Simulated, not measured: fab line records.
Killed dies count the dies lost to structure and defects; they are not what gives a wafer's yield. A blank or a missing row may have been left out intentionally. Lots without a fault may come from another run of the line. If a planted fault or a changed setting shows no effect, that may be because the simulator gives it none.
Comparing a struck lot with a sound one :: flow n5-finfet :: 14 steps out of a route of 1938
Sound: these wafers, L108.1, L108.5, L108.6. The struck wafers were L120.1, L120.4, L120.5. At the end, the cause is stated.
Per side, at each step with rows, come the tool, then ch with its chambers, and then its first start. Under that, the readings that differ: sound wafers :: struck wafers :: difference of the means :: sigmas: that difference in standard deviations of wafers without a fault.
alike: same words and numbers on both sides, and readings whose means sit less than 2 such deviations apart. not compared: any withheld reading, any reading some wafer has no value for, any bound like >300 that may hide the same value, and any number with overlapping values for which the record gives no deviation.
The two part at a step that has a row with sigmas, a row that says differs or no value, or rows on one side only. When numbers do not overlap yet have no deviation, they are printed without sigmas and do not part them. Lack of a reading on every wafer of one side parts them only where that side has two or more wafers.

first, 7 steps without rows for these wafers: N5_BEOL_M11_COAT_64 (time 60 s, resist thk 30 nm); N5_BEOL_M11_COAT_22 (resist thk 90 nm); N5_BEOL_M11_EBR_24; N5_BEOL_M11_SOFTBAKE_23 (time 60 s); N5_BEOL_M11_EXPOSE_25 (exposes mask V10); N5_BEOL_M11_PEB_26 (peb time 60 s); N5_BEOL_M11_DEVELOP_27 (develop time 30 s).
N5_BEOL_M11_CD_MEAS_28 targets a cd of 70 nm.
  sound on cd-sem-02 ch 0, day 12 05:48; struck on cd-sem-03 ch 0, day 14 19:34
  alike: cd-nm
N5_BEOL_M11_OVL_MEAS_29:
  sound on overlay-02 ch 0, day 12 05:50; struck on overlay-02 ch 0, day 14 19:35
  alike: V10_OVL
N5_BEOL_M11_INSPECT_30: inspects for defects (brightfield).
  sound on defect-inspect-01 at day 12 05:51; struck on defect-inspect-01 at day 14 19:37
  alike: raw-defect-count
N5_BEOL_M11_DESCUM_33: chemistry O2, time 7.9 s.
  sound on rie-diel-02 ch 0,1, day 12 05:53; struck on rie-diel-04 ch 0,2, day 14 19:49
reading: rf-vpp-V (V)
sound: 245.7 245.9 244.4
struck: 242.1 242.1 241.3
difference: -3.5
sigmas: -2
  alike: drypump-motor-current-A, oes-product-au, showerhead-plenum-p-Torr, throttle-valve-pct
  not compared: rf-hours-counter-h
N5_BEOL_M11_ETCH_65: etches SiARC in CF4, target depth 39 nm, time 65 s.
  sound on rie-diel-02 ch 0,1, day 12 05:55; struck on rie-diel-04 ch 0,2, day 14 19:50
  alike: drypump-motor-current-A, etch-rf-on-time-s, oes-product-au, rf-vpp-V, showerhead-plenum-p-Torr, throttle-valve-pct
  not compared: rf-hours-counter-h
N5_BEOL_M11_ETCH_66: etches SOC in N2/H2, target depth 120 nm, overetch 24 nm, time 180 s.
  sound on rie-diel-02 ch 0,1, day 12 05:58; struck on rie-diel-04 ch 0,2, day 14 19:53
reading: oes-product-au (a.u.)
sound: 0.77 0.77 0.69
struck: 0.59 0.59 0.63
difference: -0.14
sigmas: -2

reading: run-length-s (s)
sound: 202.9 202.9 203.3
struck: 237.3 236.7 237.9
difference: +34.3
sigmas: +84

reading: model.SiARC_of_BEOL_M11_COAT_64.thk-nm (nm)
sound: 22.8 22.8 22.8
struck: 21 20.8 21
difference: -2
sigmas: 
  alike: drypump-motor-current-A, rf-vpp-V, showerhead-plenum-p-Torr, throttle-valve-pct
  not compared: rf-hours-counter-h
then, 1 step without rows for these wafers: N5_BEOL_M11_STRIP_69 (strips in N2/H2).

== WHERE THEY PART ==
Last at N5_BEOL_M11_ETCH_66 as far as this record goes, first at N5_BEOL_M11_DESCUM_33.

WHY: the cause the simulator had injected
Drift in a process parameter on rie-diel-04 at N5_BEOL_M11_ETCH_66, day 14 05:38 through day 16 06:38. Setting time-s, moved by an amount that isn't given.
